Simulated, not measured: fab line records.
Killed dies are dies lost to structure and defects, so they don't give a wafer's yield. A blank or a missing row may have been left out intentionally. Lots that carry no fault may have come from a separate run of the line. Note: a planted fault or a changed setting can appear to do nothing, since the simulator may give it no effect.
A lot that was struck, set against a sound lot / flow nandHarc / 15 steps out of a route of 1159
Sound: wafers L302.1, L302.2, L302.6. Struck: wafer L312.3. (L312.1, L312.5 of the same lot were not struck and are left out.) The cause comes at the end.
Per side, at each step with rows, come the tool, then ch with its chambers, and then its first start. Under that, the readings that differ: sound wafers / struck wafers / difference of the means / sigmas: that difference in standard deviations of wafers without a fault.
alike: readings whose means differ by less than 2 such deviations, and words and numbers that are the same on both sides. not compared: withheld readings, readings that some wafer has no value for, bounds like >300 that may hide the same value, and numbers for which the record gives no deviation and whose values overlap.
A row with sigmas, a row that says differs or no value, or rows on one side alone: a step with any of these is where the two part. Numbers that have no deviation but don't overlap get no sigmas and don't part them. A reading missing from all wafers of one side parts the sides only when that side holds two or more wafers.

first, 8 steps without rows for these wafers: NHARC_A_M1_HMDS_02 (time 30 s); NHARC_A_M1_COAT_34 (time 65 s); NHARC_A_M1_COAT_03 (resist thk 90 nm); NHARC_A_M1_SOFTBAKE_04 (time 55 s); NHARC_A_M1_EBR_05; NHARC_A_M1_EXPOSE_06 (exposes mask A M1, target cd 120 nm); NHARC_A_M1_PEB_07 (peb time 65 s); NHARC_A_M1_DEVELOP_08 (develop time 35 s).
NHARC_A_M1_CD_MEAS_09: target cd 120 nm.
  sound on cdSem-02 ch 0, day 18 13:36; struck on cdSem-01 ch 0, day 22 12:07
  alike: cdNm
NHARC_A_M1_OVL_MEAS_10: pitch 240 nm.
  sound on overlay-02 at day 18 13:41; struck on overlay-02 at day 22 12:13
reading=overlayXNm (nm); sound=-1.6 -2.2 -1.8; struck=0.0; difference=+1.9; sigmas=+3
  alike: overlayYNm
NHARC_A_M1_INSPECT_11:
  sound on defectInspect-02 at day 18 13:43; struck on defectInspect-01 at day 22 12:14
reading=rawDefectCount; sound=25 22 33; struck=64; difference=+37; sigmas=+2
NHARC_A_M1_DESCUM_14: chemistry O2, time 3 s.
  sound on rieDiel-07 ch 0,1,3, day 18 13:47; struck on rieDiel-07 ch 3, day 22 12:18
  alike: drypumpMotorCurrentA, oesProductAu, rfVppV, showerheadPlenumPTorr, throttleValvePct
  not compared: rfHoursCounterH
NHARC_A_M1_ETCH_35: etches the open film in N2/H2, target depth 40 nm, overetch 12 nm, time 43.94 s.
  sound on rieDiel-07 ch 1,2, day 18 13:52; struck on rieDiel-07 ch 0, day 22 12:24
reading=drypumpMotorCurrentA (A); sound=6.0 5.1 5.1; struck=6.3; difference=+0.9; sigmas=+2
reading=runLengthS (s); sound=66.2 65.7 65.8; struck=56.3; difference=-9.6; sigmas=-20
  alike: oesProductAu, rfVppV, showerheadPlenumPTorr, throttleValvePct
  not compared: rfHoursCounterH
NHARC_A_M1_ETCH_15: etches the open film in C4F8/Ar, target depth 182.5 nm, time 91.2 s.
  sound: rieDiel-07 ch 0,1,2; struck: rieDiel-07 ch 3
  alike: oesProductAu, rfVppV, runLengthS
  not compared: rfHoursCounterH
NHARC_END_SORT_01:
  sound on prober-01 ch 0, day 20 16:22; struck on prober-01 ch 0, day 24 02:21
reading=defectLimitedYield (%); sound=95.1 95.0 94.8; struck=89.2; difference=-5.8; sigmas=-3
reading=killedAtArray; sound=22 26 31; struck=63; difference=+37; sigmas=+3
reading=killedDies; sound=33 34 35; struck=73; difference=+39; sigmas=+3
reading=sort_bin_2_pct (%); sound=1.3 1.2 1.8; struck=4.1; difference=+2.7; sigmas=+4
reading=sort_bin_3_pct (%); sound=0.30 0.30 0.30; struck=0.74; difference=+0.44; sigmas=+2
reading=sort_bin_4_pct (%); sound=3.2 3.5 3.1; struck=5.9; difference=+2.6; sigmas=+2
reading=sortNPass; sound=644 643 642; struck=604; difference=-39; sigmas=-3
reading=sortYieldPct (%); sound=95.1 95.0 94.8; struck=89.2; difference=-5.8; sigmas=-3
  alike: killedAtPeriphery, killedOpen, killedShort, sortRimYieldPct

== WHERE THEY PART ==
First at NHARC_A_M1_OVL_MEAS_10; last, within this record, at NHARC_END_SORT_01.

WHY: whatever the simulator had introduced
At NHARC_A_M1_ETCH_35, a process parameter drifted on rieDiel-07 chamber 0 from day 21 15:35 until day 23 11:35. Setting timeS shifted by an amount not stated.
